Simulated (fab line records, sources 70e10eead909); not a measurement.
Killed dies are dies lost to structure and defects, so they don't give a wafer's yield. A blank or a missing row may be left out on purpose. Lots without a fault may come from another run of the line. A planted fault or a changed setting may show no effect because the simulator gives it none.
fab line records | flow nand_harc
record lots=6 wafers=18 last_day=24
route steps=1159 shown A_SOURCE_PLATE@416 A_ONON_D1@424
lots that met no fault: from a run of the same line without faults
start_h: hours from the record's first day to the start of the lot's first wafer shown | wait_h: hours since the lot's step before | " the same as in the row above | L1.1+2: a row that stands for several wafers | - no value, or no start given | * or withheld: withheld | < > ~ a bound
route shown NAME@n: a module of which the file shows steps, and the number in the route of the first | usual: mean/standard deviation of fault-free wafers | same: alike in all rows | chamber/n: place in a boat | sites: the reading at each site | _std_site: their standard deviation | _edge_site: outer sites' mean less inner sites' | radius_mm: how far each site lies from the wafer's centre | mask NAME#n: copy n | behind: the tool/chamber that last shaped the wafer | hold: why the lot was held/for how many hours/how that ended | device: the transistor (n, p or np) that didn't switch | end of line: the same wafers' tests at the end of the route | a step without rows: its recipe alone | killed: dies lost to structure and defects at the first sort, not the wafer's yield | map: a wafer's dies, x killed, . not, _ none there
set.NAME: the setting as run; set.NAME@STEP: as run at that earlier step | model.NAME: the simulator's own value behind a step, which no gauge read
lots at some steps of the route; a table a step, a row a wafer
services: from which hour (start_h, from the record's first day; less than 0 if before it) a tool's chamber was out of use, for how many hours, and why
## steps
# step NHARC_A_SOURCE_PLATE_THK_MEAS_09
# recipe thk_meas_gauge=ellipsometry
# usual thk_nm=9.6/1
# columns lot.wafer tool chamber start_h wait_h thk_nm
L880.3 film_metro-02 - 160.68 0.4 9.4
L880.4 " - " " 8.9
L880.5 " - " " 10.5
L884.1 film_metro-02 - 195.52 0.4 11.0
L884.3 " - " " 9.0
L884.5 " - " " 11.3
L889.3 film_metro-01 - 224.66 0.4 9.3
L889.4 " - " " 12.1
L889.5 " - " " 9.2
L891.2 film_metro-01 - 241.45 0.4 9.9
L891.3 " - " " 9.4
L891.5 " - " " 9.8
L892.3 film_metro-02 - 241.45 0.4 10.3
L892.5 " - " " 9.7
L892.6 " - " " 8.1
L899.1 film_metro-02 - 273.39 0.4 11.4
L899.3 " - " " 8.8
L899.5 " - " " 11.6
# step NHARC_A_SOURCE_PLATE_PVD_04
# recipe target_thk_a=500 material=WSi2
# step NHARC_A_SOURCE_PLATE_CVD_03
# recipe target_thk_a=2000 temp_c=620 pressure_mtorr=200 time_s=4000 material=poly-Si
# step NHARC_A_SOURCE_PLATE_ANNEAL_05
# recipe temp_c=850 time_s=1800
# step NHARC_A_SOURCE_PLATE_THK_MEAS_06
# recipe thk_meas_gauge=ellipsometry
# usual thk_nm=199.3/2.4
# columns lot.wafer tool chamber start_h wait_h thk_nm
L880.3 film_metro-01 - 174.63 0.4 204.3
L880.4 " - " " 204.3
L880.5 " - " " 205.0
L884.1 film_metro-01 - 209.59 0.4 197.9
L884.3 " - " " 199.5
L884.5 " - " " 198.6
L889.3 film_metro-02 - 237.75 0.4 197.1
L889.4 " - " " 197.3
L889.5 " - " " 197.4
L891.2 film_metro-01 - 257.72 0.4 198.5
L891.3 " - " " 201.5
L891.5 " - " " 200.4
L892.3 film_metro-01 - 257.73 0.4 196.8
L892.5 " - " " 199.9
L892.6 " - " " 199.6
L899.1 film_metro-02 - 286.78 0.4 199.5
L899.3 " - " " 195.4
L899.5 " - " " 196.8
# step NHARC_A_SOURCE_PLATE_INSPECT_08
# usual raw_defect_count=69/26
# columns lot.wafer tool chamber start_h wait_h raw_defect_count
L880.3 defect_inspect-01 - 174.70 0.0 79
L880.4 " - " " 36
L880.5 " - " " 57
L884.1 defect_inspect-02 - 209.68 0.0 81
L884.3 " - " " 85
L884.5 " - " " 49
L889.3 defect_inspect-02 - 237.81 0.0 59
L889.4 " - " " 108
L889.5 " - " " 58
L891.2 defect_inspect-02 - 257.81 0.0 71
L891.3 " - " " 53
L891.5 " - " " 52
L892.3 defect_inspect-01 - 257.81 0.0 95
L892.5 " - " " 74
L892.6 " - " " 107
L899.1 defect_inspect-02 - 286.84 0.0 146
L899.3 " - " " 75
L899.5 " - " " 58
# step NHARC_A_ONON_D1_DEP_00
# recipe target_thk_a=10000 n2_flow_sccm=2750 n2o_flow_sccm=2000 nh3_flow_sccm=500 sih4_flow_sccm=210 temp_c=400
# step NHARC_A_ONON_D1_THK_MEAS_02
# recipe thk_meas_gauge=ellipsometry
# usual thk_nm=1002/9
# columns lot.wafer tool chamber start_h wait_h thk_nm
L880.3 film_metro-02 - 175.29 - 986
L880.4 " - " " 985
L880.5 " - " " 985
L884.1 film_metro-01 - 210.27 - 997
L884.3 " - " " 996
L884.5 " - " " 995
L889.3 film_metro-01 - 238.39 - 994
L889.4 " - " " 995
L889.5 " - " " 993
L891.2 film_metro-01 - 258.38 - 1015
L891.3 " - " " 1017
L891.5 " - " " 1016
L892.3 film_metro-01 - 258.72 - 1004
L892.5 " - " " 1003
L892.6 " - " " 1000
L899.1 film_metro-02 - 287.42 - 988
L899.3 " - " " 987
L899.5 " - " " 988
# step NHARC_A_ONON_D1_DEP_03
# recipe target_thk_a=10000 n2_flow_sccm=2750 n2o_flow_sccm=2000 nh3_flow_sccm=500 sih4_flow_sccm=210 temp_c=400
# step NHARC_A_ONON_D1_THK_MEAS_05
# recipe thk_meas_gauge=ellipsometry
# usual thk_nm=1002/7.2
# columns lot.wafer tool chamber start_h wait_h thk_nm
L880.3 film_metro-01 - 175.85 - 1007
L880.4 " - " " 1006
L880.5 " - " " 1005
L884.1 film_metro-01 - 210.85 - 987
L884.3 " - " " 989
L884.5 " - " " 989
L889.3 film_metro-02 - 238.96 - 1004
L889.4 " - " " 1007
L889.5 " - " " 1006
L891.2 film_metro-02 - 259.08 - 1008
L891.3 " - " " 1009
L891.5 " - " " 1011
L892.3 film_metro-01 - 259.29 - 995
L892.5 " - " " 996
L892.6 " - " " 994
L899.1 film_metro-02 - 287.98 - 1005
L899.3 " - " " 1003
L899.5 " - " " 1003
# step NHARC_A_ONON_D1_DEP_06
# recipe target_thk_a=10000 n2_flow_sccm=2750 n2o_flow_sccm=2000 nh3_flow_sccm=500 sih4_flow_sccm=210 temp_c=400
# columns lot.wafer tool chamber start_h wait_h
L880.3+4+5 pecvd_onon-02 0 176.02 0.2
L884.1+3+5 pecvd_onon-02 0 210.90 0.1
L889.3+4+5 pecvd_onon-02 0 239.13 0.2
L891.2+3+5 pecvd_onon-02 0 259.33 0.2
L892.3+5+6 pecvd_onon-04 0 259.46 0.2
L899.1+3+5 pecvd_onon-04 0 288.04 0.1
# step NHARC_A_ONON_D1_THK_MEAS_08
# recipe thk_meas_gauge=ellipsometry
# usual thk_nm=999/11
# columns lot.wafer tool chamber start_h wait_h thk_nm
L880.3 film_metro-02 - 176.42 - 1003
L880.4 " - " " 1005
L880.5 " - " " 1004
L884.1 film_metro-02 - 211.41 - 990
L884.3 " - " " 988
L884.5 " - " " 988
L889.3 film_metro-02 - 239.53 - 997
L889.4 " - " " 997
L889.5 " - " " 676
L891.2 film_metro-01 - 259.78 - 1002
L891.3 " - " " 1000
L891.5 " - " " 681
L892.3 film_metro-02 - 259.85 - 981
L892.5 " - " " 981
L892.6 " - " " 981
L899.1 film_metro-01 - 288.55 - 1007
L899.3 " - " " 1007
L899.5 " - " " 1006
# step NHARC_A_ONON_D1_DEP_09
# recipe target_thk_a=10000 n2_flow_sccm=2750 n2o_flow_sccm=2000 nh3_flow_sccm=500 sih4_flow_sccm=210 temp_c=400
## services
# columns tool chamber start_h hours kind
pecvd_onon-04 - 237.34 13.0 pm
## key
first_sign step=NHARC_A_ONON_D1_THK_MEAS_08 reading=thk_nm direction=down sigmas=29 usual=999 struck=679
effect none on later readings
met_at NHARC_A_ONON_D1_DEP_06
struck_wafers L889.5,L891.5
later_rows_left_out L889.5,L891.5
sort_left_out L889.5,L891.5
tester_left_out L889,L891
onset_between 210.90 239.13
fault kind=process_parameter_drift tool=pecvd_onon-02 chamber=- onset_h=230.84 steps=NHARC_A_ONON_D1_DEP_06 channel=target_thk_a offset=* shape=step end_h=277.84 scope=struck_wafers_only acts_in=* stated=*
# tester_left_out: of these lots the tester's yield and bins aren't shown, on N5 and GAA mostly nor the transistor test; their killed dies are dies lost to structure and defects alone, not to doping, threshold or leakage, so they don't give the yield
# sort_left_out: the simulated sort isn't trusted on such a fault, so these wafers' sort isn't shown, and their yield isn't known
# later_rows_left_out: the simulator's readings of these wafers behind a module that went badly wrong aren't trusted and aren't shown, but for the sort
